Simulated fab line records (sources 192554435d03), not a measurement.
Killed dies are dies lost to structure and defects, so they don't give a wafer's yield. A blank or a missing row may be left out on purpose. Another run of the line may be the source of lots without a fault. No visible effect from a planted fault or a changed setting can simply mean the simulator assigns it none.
fab line records    flow n5-finfet
record lots=10  wafers=28  last-day=17
route steps=1938 shown BEOL_M0@730 BEOL_M1@751 BEOL_M4@1111
lots with no fault: from the same line, run without faults
start-h: the number of hours between the record's first day and the start of the first shown wafer of the lot    wait-h: time in hours since the lot's previous step    " repeats the value in the row above    L1.1+2: one row covering several wafers at once    - no value, or no start given    * or withheld: withheld    < > ~ a bound
route shown NAME@n: a module of which the file shows steps, and the number in the route of the first    usual: average and standard deviation across the fault-free wafers    same: alike in all rows    chamber/n: place in a boat    sites: readings site by site    _std_site: the values' standard deviation    _edge_site: mean of outer sites minus mean of inner sites    radius-mm: for every site, how far away it sits from the centre of the wafer    mask NAME#n: copy n    behind: tool/chamber where the wafer was last shaped    hold: reason for holding the lot/hours on hold/outcome of the hold    device: the n, p or np transistor that did not switch    end of line: at the end of the route, the tests of the same wafers    a step with no rows: only its recipe    killed: at the first sort, the dies lost to defects and structure; wafer yield is something else    map: the dies of a wafer, with x for killed, . for not killed, _ for no die there
set.NAME: the setting that was run; set.NAME@STEP: the one run at that earlier step    model.NAME: the simulator's own value behind a step, which no gauge read
route steps across a sampled set of lots; one table per step, one row per wafer
services: a tool's chamber out of use, with start hour (start-h, from the record's first day; less than 0 if before it), hours out, and reason
## steps
# step N5_BEOL_M0_PRE_CLEAN_113
# recipe gas=H2/He  time-s=30  temp-c=250
# usual heater-power-w=324/27  susceptor-temp-C=250.00/0.19
# same time-s=30
lot.wafer  tool            chamber  start-h  wait-h  heater-power-w  susceptor-temp-C
L344.3     pvd-sputter-03  -        121.69   0.0     286             249.86
L344.4     "               -        "        "       350             250.23
L344.6     "               -        "        "       322             250.16
L346.2     pvd-sputter-02  -        139.09   0.0     313             249.58
L346.5     "               -        "        "       288             249.73
L348.1     pvd-sputter-01  -        154.00   0.0     327             250.04
L348.3     "               -        "        "       331             249.98
L348.5     "               -        "        "       315             250.21
L349.1     pvd-sputter-02  -        156.21   0.0     300             250.30
L349.2     "               -        "        "       294             249.97
L349.4     "               -        "        "       310             249.59
L350.2     pvd-sputter-03  -        162.55   0.0     355             250.30
L350.5     "               -        "        "       351             250.05
L350.6     "               -        "        "       359             249.86
L352.3     pvd-sputter-03  -        175.55   0.0     330             249.68
L352.4     "               -        "        "       375             250.07
L354.2     pvd-sputter-03  -        193.33   0.0     340             250.33
L354.4     "               -        "        "       374             249.98
L354.5     "               -        "        "       293             250.36
L364.2     pvd-sputter-02  -        243.10   0.0     293             249.93
L364.3     "               -        "        "       295             250.11
L364.5     "               -        "        "       286             249.88
L365.2     pvd-sputter-03  -        250.65   0.0     329             249.84
L365.4     "               -        "        "       368             250.23
L365.5     "               -        "        "       376             249.84
L366.1     pvd-sputter-02  -        253.10   0.0     316             249.88
L366.3     "               -        "        "       285             249.98
L366.5     "               -        "        "       328             249.88
# step N5_BEOL_M0_SPUTTER_116
# recipe material=Cu  target-thk-a=40  temp-c=-20  chamber-pressure-pa=0.07  power-w=withheld  time-s=7.37
# usual susceptor-temp-C=-19.99/0.096  throttle-valve-pct=29.9/1.3
# same time-s=7.37
lot.wafer  tool            chamber  start-h  wait-h  susceptor-temp-C  throttle-valve-pct
L344.3     pvd-sputter-03  -        122.43   0.1     -19.95            32.0
L344.4     "               -        "        "       -19.95            29.9
L344.6     "               -        "        "       -20.06            32.0
L346.2     pvd-sputter-01  -        139.57   0.1     -20.06            28.8
L346.5     "               -        "        "       -19.98            30.7
L348.1     pvd-sputter-03  -        154.78   0.1     -19.73            30.5
L348.3     "               -        "        "       -19.90            29.8
L348.5     "               -        "        "       -19.79            30.4
L349.1     pvd-sputter-01  -        156.70   0.1     -19.95            30.8
L349.2     "               -        "        "       -20.05            29.6
L349.4     "               -        "        "       -20.10            30.6
L350.2     pvd-sputter-02  -        163.90   1.0     -20.04            29.5
L350.5     "               -        "        "       -20.16            26.7
L350.6     "               -        "        "       -19.91            30.1
L352.3     pvd-sputter-01  -        176.35   0.2     -19.97            30.8
L352.4     "               -        "        "       -20.01            29.2
L354.2     pvd-sputter-03  -        194.25   0.4     -20.00            30.4
L354.4     "               -        "        "       -19.99            30.2
L354.5     "               -        "        "       -19.96            31.9
L364.2     pvd-sputter-01  -        244.58   0.9     -19.96            29.3
L364.3     "               -        "        "       -19.93            28.8
L364.5     "               -        "        "       -20.13            29.4
L365.2     pvd-sputter-01  -        251.18   0.1     -20.00            28.8
L365.4     "               -        "        "       -19.69            30.9
L365.5     "               -        "        "       -20.05            29.1
L366.1     pvd-sputter-02  -        253.66   0.1     -20.05            27.0
L366.3     "               -        "        "       -19.89            28.8
L366.5     "               -        "        "       -19.95            30.5
# step N5_BEOL_M0_RS_MEAS_126
# recipe thk-meas-gauge=four-point-probe  reads=Co_of_BEOL_M0_CO_CAP_123+Cu_of_BEOL_M0_ECD_118+Co_of_BEOL_M0_CVD_115+TaN_of_BEOL_M0_ALD_136
# usual M0_RS=0.533/0.019
lot.wafer  tool           chamber  start-h  wait-h  M0_RS[ohm/sq]
L344.3     film-metro-02  -        123.84   0.1     0.525
L344.4     "              -        "        "       0.548
L344.6     "              -        "        "       0.540
L346.2     film-metro-01  -        141.16   0.1     0.567
L346.5     "              -        "        "       0.570
L348.1     film-metro-02  -        156.26   0.0     0.550
L348.3     "              -        "        "       0.545
L348.5     "              -        "        "       0.554
L349.1     film-metro-01  -        158.12   0.0     0.557
L349.2     "              -        "        "       0.567
L349.4     "              -        "        "       0.517
L350.2     film-metro-02  -        165.31   0.1     0.536
L350.5     "              -        "        "       0.560
L350.6     "              -        "        "       0.547
L352.3     film-metro-01  -        177.84   0.1     0.527
L352.4     "              -        "        "       0.527
L354.2     film-metro-02  -        195.68   0.1     0.547
L354.4     "              -        "        "       0.521
L354.5     "              -        "        "       0.528
L364.2     film-metro-01  -        245.99   0.1     0.536
L364.3     "              -        "        "       0.515
L364.5     "              -        "        "       0.509
L365.2     film-metro-02  -        252.61   0.1     0.542
L365.4     "              -        "        "       0.495
L365.5     "              -        "        "       0.534
L366.1     film-metro-01  -        255.07   0.0     0.552
L366.3     "              -        "        "       0.533
L366.5     "              -        "        "       0.549
# step N5_BEOL_M1_ILD_DEP_00
# recipe material=SiOC  target-thk-a=790  temp-c=350  precursor=DEMS/O2  pressure-torr=5  rf-w=500  time-s=15.3
# usual chamber-pressure-Torr=4.998/0.011  heater-power-w=506/86  showerhead-plenum-p-Torr=5.687/0.011  susceptor-temp-C=349.96/0.17  throttle-valve-pct=11.9/0.6
lot.wafer  tool      chamber  start-h  wait-h  chamber-pressure-Torr  heater-power-w  showerhead-plenum-p-Torr  susceptor-temp-C  throttle-valve-pct
L344.3     pecvd-02  2        123.90   0.0     4.977                  421             5.658                     349.78            10.9
L344.4     "         1        "        "       5.015                  490             5.697                     349.76            12.4
L344.6     "         0        "        "       5.005                  485             5.682                     349.98            11.5
L346.2     pecvd-03  0        141.23   0.0     4.999                  456             5.685                     350.04            12.1
L346.5     "         0        "        "       4.992                  457             5.678                     350.03            11.7
L348.1     pecvd-02  1        156.32   0.0     5.015                  458             5.697                     349.84            12.6
L348.3     "         0        "        "       4.969                  494             5.706                     350.15            11.9
L348.5     "         1        "        "       5.023                  466             5.702                     349.95            12.5
L349.1     pecvd-02  2        158.19   0.0     5.005                  437             5.688                     350.06            11.0
L349.2     "         0        "        "       4.992                  415             5.689                     349.91            11.6
L349.4     "         1        "        "       4.981                  398             5.705                     349.62            12.3
L350.2     pecvd-04  1        165.37   0.0     4.975                  663             5.692                     349.99            12.5
L350.5     "         0        "        "       4.991                  462             5.689                     349.97            12.4
L350.6     "         1        "        "       4.992                  656             5.684                     349.30            12.4
L352.3     pecvd-04  0        177.90   0.0     5.000                  430             5.682                     349.83            12.6
L352.4     "         0        "        "       5.016                  444             5.666                     349.99            12.5
L354.2     pecvd-04  0        195.78   0.1     5.009                  478             5.683                     350.33            12.5
L354.4     "         0        "        "       5.023                  490             5.664                     349.91            12.5
L354.5     "         1        "        "       4.980                  646             5.695                     350.02            12.5
L364.2     pecvd-02  1        246.05   0.0     4.988                  427             5.703                     350.37            12.3
L364.3     "         2        "        "       4.989                  461             5.681                     350.05            11.0
L364.5     "         2        "        "       5.003                  453             5.680                     349.94            11.0
L365.2     pecvd-02  2        252.67   0.0     4.993                  429             5.688                     350.17            11.2
L365.4     "         0        "        "       5.003                  419             5.698                     350.22            12.0
L365.5     "         2        "        "       5.024                  432             5.697                     350.17            11.2
L366.1     pecvd-02  2        255.14   0.0     5.000                  402             5.687                     349.76            10.8
L366.3     "         1        "        "       4.978                  465             5.688                     349.85            12.5
L366.5     "         0        "        "       4.992                  496             5.689                     350.03            12.0
# step N5_BEOL_M1_THK_MEAS_01
# recipe reads=SiOC_of_BEOL_M1_ILD_DEP_00
# usual M1_ILD_THK=78.9/0.99
lot.wafer  tool           chamber  start-h  wait-h  M1_ILD_THK[nm]
L344.3     film-metro-01  -        123.97   0.1     78.4
L344.4     "              -        "        "       80.8
L344.6     "              -        "        "       80.3
L346.2     film-metro-01  -        141.29   0.1     78.7
L346.5     "              -        "        "       80.9
L348.1     film-metro-02  -        156.39   0.0     78.8
L348.3     "              -        "        "       78.7
L348.5     "              -        "        "       79.4
L349.1     film-metro-01  -        158.25   0.0     76.3
L349.2     "              -        "        "       77.1
L349.4     "              -        "        "       78.5
L350.2     film-metro-01  -        165.44   0.1     79.7
L350.5     "              -        "        "       80.2
L350.6     "              -        "        "       79.5
L352.3     film-metro-02  -        177.97   0.1     78.6
L352.4     "              -        "        "       79.7
L354.2     film-metro-02  -        195.85   0.1     82.9
L354.4     "              -        "        "       80.7
L354.5     "              -        "        "       81.2
L364.2     film-metro-02  -        246.13   0.1     78.3
L364.3     "              -        "        "       79.2
L364.5     "              -        "        "       78.8
L365.2     film-metro-02  -        252.74   0.1     77.7
L365.4     "              -        "        "       79.6
L365.5     "              -        "        "       78.7
L366.1     film-metro-01  -        255.20   0.0     78.9
L366.3     "              -        "        "       79.2
L366.5     "              -        "        "       80.5
# step N5_BEOL_M4_RC_MEAS_101
# usual DIBL_N=35.9/1.6  DIBL_P=35.6/2.1  IOFF_N=0.149/0.029  IOFF_P=0.20/0.033  ION_N=671/11  ION_P=460/7.3  SS_N=71.4/0.62  SS_P=73.2/0.65  VT_N=251/3.1  VT_P=-251/3.4
lot.wafer  tool       chamber  start-h  wait-h  DIBL_N[mV/V]  DIBL_P[mV/V]  IOFF_N[nA/um]  IOFF_P[nA/um]  ION_N[uA/um]  ION_P[uA/um]  SS_N[mV/dec]  SS_P[mV/dec]  VT_N[mV]  VT_P[mV]
L344.3     prober-01  0        166.34   0.3     36.1          35.7          0.154          0.20           668           459           71.1          73.1          253       -249
L344.4     "          0        "        "       36.0          36.3          0.150          0.22           666           460           71.1          73.1          252       -248
L344.6     "          0        "        "       34.9          33.9          0.130          0.18           672           459           70.7          73.0          253       -252
L346.2     prober-02  0        182.65   0.2     35.5          36.8          0.138          0.18           668           454           71.2          73.5          251       -256
L346.5     "          0        "        "       34.7          35.0          0.136          0.16           668           452           71.5          72.3          253       -256
L349.1     prober-02  0        196.43   0.0     36.4          36.1          0.144          0.17           659           444           72.3          72.7          252       -258
L349.2     "          0        "        "       35.6          37.0          0.144          0.18           665           452           71.3          72.4          250       -254
L349.4     "          0        "        "       36.7          38.0          0.158          0.20           668           459           71.3          73.1          251       -252
L348.1     prober-02  0        199.72   0.0     35.4          33.4          0.133          0.18           668           459           70.8          72.8          251       -251
L348.3     "          0        "        "       34.4          31.4          0.114          0.15           664           456           71.0          72.5          254       -254
L348.5     "          0        "        "       36.6          34.7          0.152          0.19           677           459           71.3          73.8          250       -251
L350.2     prober-02  0        205.42   0.2     38.3          37.6          0.182          0.26           680           468           72.3          73.0          247       -248
L350.5     "          0        "        "       35.9          34.8          0.149          0.22           675           471           71.2          72.7          250       -245
L350.6     "          0        "        "       35.0          33.7          0.126          0.19           663           461           70.9          72.9          252       -251
L352.3     prober-01  0        222.92   0.3     32.7          32.2          0.106          0.16           651           456           70.9          72.7          256       -254
L352.4     "          0        "        "       35.6          35.6          0.159          0.21           677           472           70.7          73.2          247       -247
L354.2     prober-01  0        236.49   0.2     37.3          35.7          0.166          0.25           657           460           72.1          73.9          250       -248
L354.4     "          0        "        "       34.3          32.8          0.124          0.20           670           469           70.5          72.4          252       -249
L354.5     "          0        "        "       36.1          35.5          0.151          0.24           660           459           71.3          73.4          250       -249
L364.2     prober-02  0        288.99   0.2     36.6          35.6          0.183          0.23           677           466           72.1          73.3          245       -249
L364.3     "          0        "        "       35.3          35.2          0.175          0.23           686           469           71.3          73.8          245       -248
L364.5     "          0        "        "       35.5          34.1          0.161          0.20           670           457           72.1          73.5          248       -251
L365.2     prober-02  0        300.61   0.2     36.8          35.2          0.157          0.21           681           468           70.7          73.0          253       -250
L365.4     "          0        "        "       38.7          38.1          0.199          0.26           683           467           71.9          73.8          245       -244
L365.5     "          0        "        "       39.1          38.4          0.213          0.27           697           475           72.5          74.2          244       -248
L366.1     prober-02  0        303.75   0.0     34.6          34.7          0.133          0.19           665           458           71.8          72.8          251       -251
L366.3     "          0        "        "       34.9          33.6          0.135          0.16           679           461           71.3          72.4          252       -253
L366.5     "          0        "        "       35.7          34.8          0.154          0.19           681           459           71.5          73.6          250       -249
## services
tool            chamber  start-h  hours  kind
pecvd-03        1        99.02    4.0    repair
pecvd-02        1        104.67   2.1    scheduled-down
pecvd-03        0        111.94   5.5    scheduled-down
pvd-sputter-02  -        124.06   2.1    repair
pecvd-02        2        125.79   2.1    scheduled-down
pecvd-04        -        129.76   2.1    repair
pecvd-04        -        134.06   2.2    repair
pecvd-04        2        169.33   2.1    scheduled-down
pecvd-03        2        171.08   2.1    scheduled-down
pecvd-02        0        192.85   6.5    repair
pecvd-04        -        218.53   6.0    pm
pecvd-03        2        228.10   7.4    repair
pecvd-02        0        238.79   12.3   repair
## key
first-sign step=N5_BEOL_M1_THK_MEAS_01  reading=M1_ILD_THK  direction=up  sigmas=4  usual=78.9  struck=82.9
effect none on later readings
met-at N5_BEOL_M1_ILD_DEP_00
struck-lots L354
struck-wafers L354.2
not-acting-at N5_BEOL_M0_PRE_CLEAN_113,N5_BEOL_M0_SPUTTER_116,N5_BEOL_M0_RS_MEAS_126
onset-between 177.90 195.78
fault kind=process-parameter-drift  tool=pecvd-04  chamber=-  onset-h=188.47  steps=N5_BEOL_M1_ILD_DEP_00  channel=time-s  offset=*  shape=step  end-h=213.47  scope=struck-wafers-only  acts-in=*  stated=*
